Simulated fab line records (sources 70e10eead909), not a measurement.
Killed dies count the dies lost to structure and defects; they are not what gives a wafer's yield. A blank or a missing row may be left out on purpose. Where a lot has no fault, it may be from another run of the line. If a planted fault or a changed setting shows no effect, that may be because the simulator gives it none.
fab line records	flow nandHarc
[record] lots = 11	wafers = 33	lastDay = 33
route steps=1302 shown A_CHANNEL_HOLE_D1@473 A_CHANNEL_FILL_D1@499 END@1302
lots untouched by any fault: they come from a run of this same line in which no faults occurred
startH: the number of hours between the record's first day and the start of the first shown wafer of the lot	waitH: time in hours since the lot's previous step	" identical to the entry in the row above	L1.1+2: a single row standing in for several wafers	- no value present, or no start provided	* or withheld: withheld	< > ~ a bound
route shown NAME@n: a module of which the file shows steps, and the number in the route of the first	usual: mean and standard deviation over wafers with no fault	same: alike in all rows	chamber/n: place in a boat	sites: readings site by site	_std_site: their standard deviation	_edge_site: inner sites' mean taken away from outer sites' mean	radiusMm: how far each site lies from the wafer's centre	mask NAME#n: copy n	behind: tool/chamber where the wafer was last shaped	hold: why the lot was held/for how many hours/how that ended	device: transistor that didn't switch, given as n, p or np	end of line: tests of these same wafers at the route's end	for a step that has no rows: nothing shown but its recipe	killed: at the first sort, the dies lost to defects and structure; wafer yield is something else	map: a wafer's dies, marking killed ones x, the rest . and places with no die _
set.NAME: the setting that was run; set.NAME@STEP: the one run at that earlier step	model.NAME: the simulator's own value behind a step, which no gauge read
route steps across a sampled set of lots; one table per step, one row per wafer
services: the hour from which a tool's chamber was out of use, counted from the record's first day as startH (under 0 if before that day), plus the number of hours and why
[[steps]]
[step NHARC_A_CHANNEL_HOLE_D1_ETCH_21]
[recipe] biasV = 3000	sourceW = withheld	pressureMtorr = 20	timeS = 514.3	arFlowSccm = 375	c4f8FlowSccm = 89.3	o2FlowSccm = 35.7	tempC = -20	targetDepthA = 16000	chemistry = C4F8/O2/Ar
[usual] drypumpMotorCurrentA = 5.8/0.6	showerheadPlenumPTorr = 3.66/0.091	throttleValvePct = 32.155/0.0088
lot.wafer	tool	chamber	startH	waitH	drypumpMotorCurrentA	rfHoursCounterH	showerheadPlenumPTorr	throttleValvePct
L596.2	harEtch-01	0	204.86	0.3	5.6	95	3.62	32.157
L596.3	"	1	"	"	6.8	-	3.73	32.155
L596.6	"	1	"	"	6.8	-	3.73	32.145
L597.4	harEtch-02	0	225.51	0.3	5.7	-	3.75	32.155
L597.6	"	0	"	"	5.8	-	3.75	32.158
L597.5	"	1	"	"	5.1	-	3.58	32.161
L601.2	harEtch-01	0	252.27	0.3	5.6	126	3.60	32.169
L601.3	"	0	"	"	5.6	-	3.60	32.160
L601.5	"	0	"	"	5.6	-	3.60	32.160
L602.2	harEtch-01	0	264.65	0.3	5.6	134	3.60	32.153
L602.4	"	1	"	"	6.8	-	3.71	32.150
L602.5	"	0	"	"	5.6	-	3.60	32.157
L608.2	harEtch-02	1	323.32	0.3	5.2	380	3.55	32.160
L608.4	"	0	"	"	5.7	-	3.72	32.156
L608.5	"	0	"	"	5.7	-	3.72	32.149
L610.1	harEtch-02	1	339.03	0.3	5.2	388	3.55	32.163
L610.3	"	0	"	"	5.8	-	3.72	32.162
L610.4	"	1	"	"	5.2	-	3.55	32.158
L612.1	harEtch-02	0	360.11	0.3	5.8	391	3.71	32.151
L612.2	"	1	"	"	5.1	399	3.54	32.162
L612.4	"	0	"	"	5.8	-	3.71	32.134
L613.1	harEtch-02	1	372.62	0.3	5.2	403	3.54	32.145
L613.3	"	1	"	"	5.1	-	3.54	32.154
L613.5	"	0	"	"	5.8	-	3.71	32.170
L614.2	harEtch-01	1	381.11	0.3	6.8	206	3.67	32.173
L614.4	"	1	"	"	6.8	-	3.67	32.150
L614.6	"	0	"	"	5.6	-	3.56	32.146
L617.2	harEtch-01	1	405.37	0.3	6.8	225	3.66	32.159
L617.3	"	1	"	"	6.8	-	3.66	32.165
L617.4	"	0	"	"	5.6	-	3.55	32.170
L616.4	harEtch-02	0	406.21	0.3	5.8	-	3.70	32.142
L616.6	"	1	"	"	5.2	-	3.93	32.145
L616.5	"	0	"	"	5.7	-	3.70	32.150
[step NHARC_A_CHANNEL_HOLE_D1_ETCH_33]
[recipe] biasV = 400	sourceW = 2000	pressureMtorr = 25	timeS = 90	arFlowSccm = 375	c4f8FlowSccm = 41.7	o2FlowSccm = 83.3	tempC = -20	targetDepthA = 4000	chemistry = C4F8/O2/Ar
[usual] drypumpMotorCurrentA = 5.8/0.6	rfFwdPowerW = 1983/7.1	showerheadPlenumPTorr = 3.70/0.093	throttleValvePct = 27.620/0.0091
lot.wafer	tool	chamber	startH	waitH	drypumpMotorCurrentA	rfFwdPowerW	rfHoursCounterH	showerheadPlenumPTorr	throttleValvePct
L596.2	harEtch-01	0	208.36	0.2	5.6	1989	99	3.66	27.610
L596.3	"	1	"	"	6.8	2003	-	3.77	27.615
L596.6	"	1	"	"	6.8	1990	-	3.77	27.627
L597.4	harEtch-02	0	228.95	0.2	5.8	1980	-	3.79	27.620
L597.6	"	0	"	"	5.7	1986	-	3.79	27.616
L597.5	"	1	"	"	5.1	1985	-	3.62	27.599
L601.2	harEtch-01	0	255.75	0.2	5.6	1978	129	3.64	27.621
L601.3	"	0	"	"	5.6	1986	-	3.64	27.615
L601.5	"	0	"	"	5.6	1980	-	3.64	27.613
L602.2	harEtch-01	0	268.15	0.2	5.6	1988	137	3.63	27.621
L602.4	"	1	"	"	6.8	1981	-	3.75	27.596
L602.5	"	0	"	"	5.6	1983	-	3.63	27.625
L608.2	harEtch-02	1	326.84	0.2	5.2	1986	383	3.59	27.639
L608.4	"	0	"	"	5.8	1974	-	3.76	27.605
L608.5	"	0	"	"	5.7	1985	-	3.76	27.607
L610.1	harEtch-02	1	342.53	0.2	5.2	1982	391	3.58	27.624
L610.3	"	0	"	"	5.8	1982	-	3.76	27.610
L610.4	"	1	"	"	5.2	1987	-	3.58	27.629
L612.1	harEtch-02	0	372.01	0.2	5.8	1975	395	3.75	27.624
L612.2	"	1	"	"	5.1	1982	403	3.57	27.628
L612.4	"	0	"	"	5.8	1973	-	3.75	27.616
L613.1	harEtch-02	1	376.18	0.2	5.2	1987	407	3.57	27.615
L613.3	"	1	"	"	5.1	1987	-	3.57	27.606
L613.5	"	0	"	"	5.7	1975	-	3.75	27.614
L614.2	harEtch-01	1	384.65	0.2	6.8	1986	210	3.71	27.605
L614.4	"	1	"	"	6.8	1991	-	3.71	27.615
L614.6	"	0	"	"	5.7	1996	-	3.59	27.635
L617.2	harEtch-01	1	408.93	0.2	6.8	1972	229	3.70	27.618
L617.3	"	1	"	"	6.8	1984	-	3.70	27.634
L617.4	"	0	"	"	5.7	1986	-	3.58	27.625
L616.4	harEtch-02	0	409.64	0.2	5.8	1979	-	3.74	27.612
L616.6	"	1	"	"	5.1	1993	-	3.97	27.631
L616.5	"	0	"	"	5.8	1985	-	3.74	27.616
[step NHARC_A_CHANNEL_HOLE_D1_ETCH_44]
[recipe] targetDepthA = 1400	overetchA = 140	timeS = 77	ionEnergyEv = 100	cf4FlowSccm = 80	o2FlowSccm = 20	arFlowSccm = 0	rfW = 300	biasW = 100	chemistry = CF4/O2
[usual] cf4FlowSccm = 79.98/0.23	drypumpMotorCurrentA = 5.5/0.7	oesProductAu = 1.000/0.0078	rfFwdPowerW = 297.7/1.2	rfVppV = 198.1/1.3	showerheadPlenumPTorr = 1.35/0.046	throttleValvePct = 13.397/0.0091
lot.wafer	tool	chamber	startH	waitH	cf4FlowSccm	drypumpMotorCurrentA	oesProductAu	rfFwdPowerW	rfHoursCounterH	rfVppV	showerheadPlenumPTorr	throttleValvePct
L596.2	rieDiel-03	3	209.07	0.1	79.55	4.9	0.995	298.1	7	197.1	1.36	13.384
L596.3	"	2	"	"	80.13	6.6	1.000	298.3	8	198.5	1.40	13.413
L596.6	"	3	"	"	80.17	4.9	0.991	299.0	-	198.3	1.36	13.414
L597.4	rieDiel-03	1	229.65	0.1	80.25	4.8	1.010	295.7	11	198.0	1.30	13.410
L597.6	"	2	"	"	80.25	6.6	0.993	298.2	-	199.4	1.40	13.399
L597.5	"	3	"	"	79.74	4.9	1.006	297.2	-	197.7	1.36	13.396
L601.3	rieDiel-03	0	256.47	0.1	80.29	5.4	1.005	297.9	12	196.5	1.31	13.409
L601.2	"	2	"	"	79.92	6.6	1.011	298.1	12	198.6	1.40	13.390
L601.5	"	0	"	"	79.90	5.4	1.014	299.1	-	197.7	1.31	13.405
L602.2	rieDiel-03	3	268.87	0.1	80.09	4.9	0.999	297.4	12	199.5	1.36	13.390
L602.4	"	0	"	"	79.78	5.4	1.004	299.0	12	196.8	1.31	13.394
L602.5	"	1	"	"	79.67	4.9	1.007	297.0	-	195.8	1.30	13.390
L608.4	rieDiel-03	3	327.59	0.1	80.05	4.9	0.985	298.6	3	198.4	1.35	13.397
L608.2	"	1	"	"	79.93	4.8	0.993	296.9	3	195.2	1.30	13.393
L608.5	"	2	"	"	80.26	6.6	1.002	298.4	-	199.2	1.40	13.395
L610.3	rieDiel-03	2	343.25	0.1	79.83	6.6	0.992	297.3	3	198.9	1.39	13.391
L610.1	"	3	"	"	80.18	4.9	0.984	297.4	4	198.2	1.36	13.390
L610.4	"	0	"	"	79.96	5.4	0.999	298.6	5	197.5	1.31	13.410
L612.4	rieDiel-03	2	372.77	0.1	80.35	6.6	1.007	296.5	7	198.4	1.39	13.400
L612.2	"	3	"	"	79.96	4.9	0.986	298.3	8	198.6	1.35	13.401
L612.1	"	0	"	"	79.57	5.4	1.001	298.5	9	196.8	1.31	13.389
L613.3	rieDiel-03	1	376.92	0.1	79.78	4.9	1.001	297.4	8	196.0	1.29	13.392
L613.1	"	0	"	"	80.35	5.4	1.011	300.5	9	196.8	1.30	13.400
L613.5	"	1	"	"	79.82	4.9	1.011	296.6	-	196.1	1.29	13.396
L614.4	rieDiel-02	3	385.40	0.1	80.07	4.9	1.004	295.2	45	197.5	1.28	13.413
L614.2	"	2	"	"	80.22	5.7	0.995	298.0	47	200.6	1.36	13.395
L614.6	"	0	"	"	80.24	6.7	1.012	296.7	-	200.1	1.43	13.398
L617.3	rieDiel-03	1	409.67	0.1	79.94	4.8	0.996	297.1	10	197.2	1.29	13.398
L617.4	"	2	"	"	80.18	6.6	1.006	296.7	9	198.9	1.39	13.393
L617.2	"	0	"	"	79.77	5.4	0.989	299.3	10	198.0	1.30	13.390
L616.4	rieDiel-08	2	410.31	0.1	80.04	5.5	0.998	297.3	12	196.7	1.32	13.394
L616.5	"	1	"	"	80.17	5.6	0.995	297.8	-	199.2	1.43	13.380
L616.6	"	2	"	"	80.01	5.6	1.005	299.1	-	196.1	1.32	13.384
[step NHARC_A_CHANNEL_FILL_D1_ETCHBACK_19]
[recipe] targetDepthA = 50	timeS = 1.7	hbrFlowSccm = 150	cl2FlowSccm = 50	rfW = 400	icpW = 400	biasW = 100	chemistry = HBr/Cl2
[usual] biasW = 99.98/0.28	chamberPressureMTorr = 14.999/0.013	drypumpMotorCurrentA = 6.1/0.44	oesProductAu = 0.999/0.0084	rfFwdPowerW = 390.1/1.3	throttleValvePct = 26.406/0.0099
lot.wafer	tool	chamber	startH	waitH	biasW	chamberPressureMTorr	drypumpMotorCurrentA	oesProductAu	rfFwdPowerW	rfHoursCounterH	throttleValvePct
L596.3	rieSi-06	1	234.45	0.4	99.93	14.987	6.0	0.999	390.7	0.9	26.408
L596.2	"	0	"	"	100.12	14.966	6.6	0.994	389.2	0.9	26.410
L596.6	"	2	"	"	99.63	14.983	5.7	0.983	389.8	-	26.416
L597.4	rieSi-02	1	254.90	0.4	99.45	14.985	6.5	1.004	389.3	-	26.400
L597.6	"	2	"	"	100.38	15.003	5.7	0.996	389.5	-	26.411
L597.5	"	0	"	"	100.23	14.991	5.0	0.992	390.5	-	26.414
L601.2	rieSi-06	2	281.84	0.4	-	-	-	-	-	-	-
L601.3	"	3	"	"	-	-	-	-	-	-	-
L601.5	"	2	"	"	-	-	-	-	-	-	-
L602.4	rieSi-01	1	295.01	0.4	-	-	-	-	-	-	-
L602.2	"	3	"	"	-	-	-	-	-	-	-
L602.5	"	0	"	"	-	-	-	-	-	-	-
L608.2	rieSi-01	3	352.78	0.4	99.88	14.977	6.5	0.996	389.3	0.9	26.400
L608.4	"	1	"	"	99.79	15.003	6.1	1.005	388.7	0.9	26.386
L608.5	"	2	"	"	100.39	15.008	5.8	0.995	391.3	-	26.408
L610.4	rieSi-01	0	369.29	0.4	99.39	14.986	6.4	1.002	390.2	0.9	26.398
L610.3	"	1	"	"	99.54	15.003	6.1	1.001	390.7	0.9	26.403
L610.1	"	2	"	"	99.40	14.982	5.8	0.987	393.0	1.0	26.407
L612.4	rieSi-01	2	401.28	0.4	100.24	15.004	5.8	0.992	391.4	0.1	26.397
L612.2	"	0	"	"	100.19	15.012	6.4	1.014	388.7	0.1	26.402
L612.1	"	1	"	"	99.66	14.994	6.1	0.987	390.7	0.1	26.404
L613.3	rieSi-01	3	409.33	0.4	99.81	14.988	6.5	1.001	389.4	0.2	26.409
L613.1	"	2	"	"	100.36	15.017	5.9	0.982	390.8	0.2	26.408
L613.5	"	3	"	"	100.26	14.974	6.5	0.997	390.2	-	26.414
L614.2	rieSi-02	2	409.34	0.4	99.85	15.010	5.8	0.986	390.8	0.9	26.387
L614.4	"	3	"	"	100.20	14.992	6.2	1.001	391.5	0.8	26.412
L614.6	"	1	"	"	100.30	14.991	6.5	1.014	392.1	-	26.402
L617.3	rieSi-02	0	435.90	0.4	99.97	15.006	5.1	1.004	390.6	0.9	26.390
L617.2	"	1	"	"	99.44	15.003	6.5	1.020	391.2	1.0	26.407
L617.4	"	2	"	"	100.37	15.010	5.7	0.999	390.3	1.0	26.419
L616.5	rieSi-06	0	435.95	0.4	100.49	14.998	6.5	0.999	390.2	-	26.395
L616.6	"	1	"	"	99.70	15.001	6.0	1.009	387.2	-	26.396
L616.4	"	3	"	"	99.54	15.005	5.9	1.023	388.4	-	26.402
[step NHARC_END_SORT_01]
[recipe] tempC = 25
[usual] killedAtArray = 55/23	killedAtOther = 1.0/1.2	killedAtPeriphery = 3.2/2.7	killedDies = 59/23	killedOpen = 3.1/1.6	killedShort = 2.2/1.5
[same] grossDies = 677
lot.wafer	tool	chamber	startH	waitH	killedAtArray	killedAtOther	killedAtPeriphery	killedDies	killedOpen	killedShort
L601.2	prober-01	0	624.69	2.8	673	0	4	677	2	5
L601.3	prober-01	0	625.49	3.1	674	1	2	677	4	3
L601.5	prober-01	0	627.10	3.7	672	0	5	677	3	2
L602.2	prober-01	0	650.35	2.8	670	1	6	677	4	0
L602.4	prober-01	0	651.96	3.4	676	0	1	677	2	0
L602.5	prober-01	0	652.76	3.7	675	1	1	677	2	2
// killed by level:class
L601.2 A_CHANNEL_FILL_D1:areaEtchback=636 A_CHANNEL_HOLE_D2:chamberFilmFlake=18 A_WL_FILL:chamberFilmFlake=6 P_STI:chamberFilmFlake=2 A_STAIRCASE:chamberFilmFlake=2 P_CONTACT:geometricParticle:open=1 A_DECK1_JOINT:geometricParticle:short=1 A_ONON_D2:geometricParticle:short=1
L601.3 A_CHANNEL_FILL_D1:areaEtchback=641 A_CHANNEL_HOLE_D2:chamberFilmFlake=9 A_CHANNEL_HOLE_D1:chamberFilmFlake=5 A_WL_FILL:chamberFilmFlake=4 A_CONTACT:chamberFilmFlake=3 P_STI:chamberFilmFlake=2 A_DECK1_JOINT:chamberFilmFlake=2 A_SOURCE_PLATE:geometricParticle:short=1
L601.5 A_CHANNEL_FILL_D1:areaEtchback=643 A_CHANNEL_HOLE_D2:chamberFilmFlake=8 A_CHANNEL_HOLE_D1:chamberFilmFlake=6 A_DECK1_JOINT:chamberFilmFlake=4 A_CONTACT:chamberFilmFlake=4 P_STI:chamberFilmFlake=3 A_WL_FILL:chamberFilmFlake=3 P_GATE:geometricParticle:open=1
L602.2 A_CHANNEL_FILL_D1:areaEtchback=636 A_CHANNEL_HOLE_D2:chamberFilmFlake=16 P_GATE:chamberFilmFlake=4 A_SLIT:chamberFilmFlake=4 A_STAIRCASE:chamberFilmFlake=3 A_CHANNEL_HOLE_D1:chamberFilmFlake=2 A_WL_FILL:chamberFilmFlake=2 P_CONTACT:geometricParticle:open=1
L602.4 A_CHANNEL_FILL_D1:areaEtchback=647 A_CHANNEL_HOLE_D2:chamberFilmFlake=14 A_STAIRCASE:chamberFilmFlake=4 A_CHANNEL_HOLE_D1:chamberFilmFlake=3 A_WL_FILL:geometricParticle:open=2 A_WL_FILL:chamberFilmFlake=2 A_M1:chamberFilmFlake=2 P_GATE:chamberFilmFlake=1
L602.5 A_CHANNEL_FILL_D1:areaEtchback=653 A_CHANNEL_HOLE_D2:chamberFilmFlake=10 A_CHANNEL_HOLE_D1:chamberFilmFlake=5 P_BONDPAD:geometricParticle:open=1 A_ONON_D1:geometricParticle:short=1 A_DECK1_JOINT:geometricParticle:short=1 A_CONTACT:geometricParticle:open=1 A_ZERO_WELL:chamberFilmFlake=1
[[services]]
tool	chamber	startH	hours	kind
rieDiel-08	1	189.45	2.6	repair
rieDiel-08	-	190.84	9.0	pm
rieSi-01	-	193.00	9.0	pm
rieDiel-02	-	216.77	9.0	pm
rieDiel-02	0	238.23	3.5	repair
rieSi-02	3	239.60	42.5	repair
rieSi-06	-	249.00	9.0	pm
rieDiel-02	-	256.07	1.0	repair
rieSi-02	-	277.00	9.0	pm
rieSi-06	1	277.95	6.6	repair
rieDiel-03	-	281.62	9.0	pm
rieSi-06	3	289.60	4.3	repair
rieSi-06	0	290.25	9.0	repair
rieSi-06	2	292.97	5.1	repair
rieDiel-08	-	367.84	9.0	pm
rieSi-01	-	370.00	9.0	pm
rieSi-06	1	372.00	2.2	repair
rieDiel-08	2	379.29	7.0	repair
harEtch-02	-	380.15	17.0	pm
rieDiel-02	-	393.86	9.0	pm
rieDiel-08	1	401.22	6.6	repair
rieSi-01	2	402.76	4.2	repair
rieSi-06	0	411.53	8.0	repair
rieSi-06	-	426.00	9.0	pm
[[key]]
[firstSign] step = NHARC_A_CHANNEL_FILL_D1_ETCHBACK_19	reading = toolRecord	direction = missing
[effect] step = NHARC_END_SORT_01	reading = killedAtArray	direction = up	sigmas = 27	usual = 55	struck = 673
[moreKillsBornAt] NHARC_A_CHANNEL_FILL_D1_ETCHBACK_19@rieSi-01 = 1935	NHARC_A_CHANNEL_FILL_D1_ETCHBACK_19@rieSi-06 = 1916
metAt NHARC_A_CHANNEL_FILL_D1_ETCHBACK_19
struckLots L601,L602
laterRowsLeftOut L601.2,L601.3,L601.5,L602.2,L602.4,L602.5
testerLeftOut L601,L602
notActingAt NHARC_A_CHANNEL_HOLE_D1_ETCH_21,NHARC_A_CHANNEL_HOLE_D1_ETCH_33,NHARC_A_CHANNEL_HOLE_D1_ETCH_44
onsetBetween 234.45 281.84
[fault] kind = skippedStepWhole	tool = rieSi-01,rieSi-06	chamber = -	onsetH = 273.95	steps = NHARC_A_CHANNEL_FILL_D1_ETCHBACK_19	scope = struckLotsOnly
// testerLeftOut: of these lots the tester's yield and bins aren't shown, on N5 and GAA mostly nor the transistor test; their killed dies are dies lost to structure and defects alone, not to doping, threshold or leakage, so they don't give the yield
// laterRowsLeftOut: the simulator's readings of these wafers behind a module that went badly wrong aren't trusted and aren't shown, but for the sort
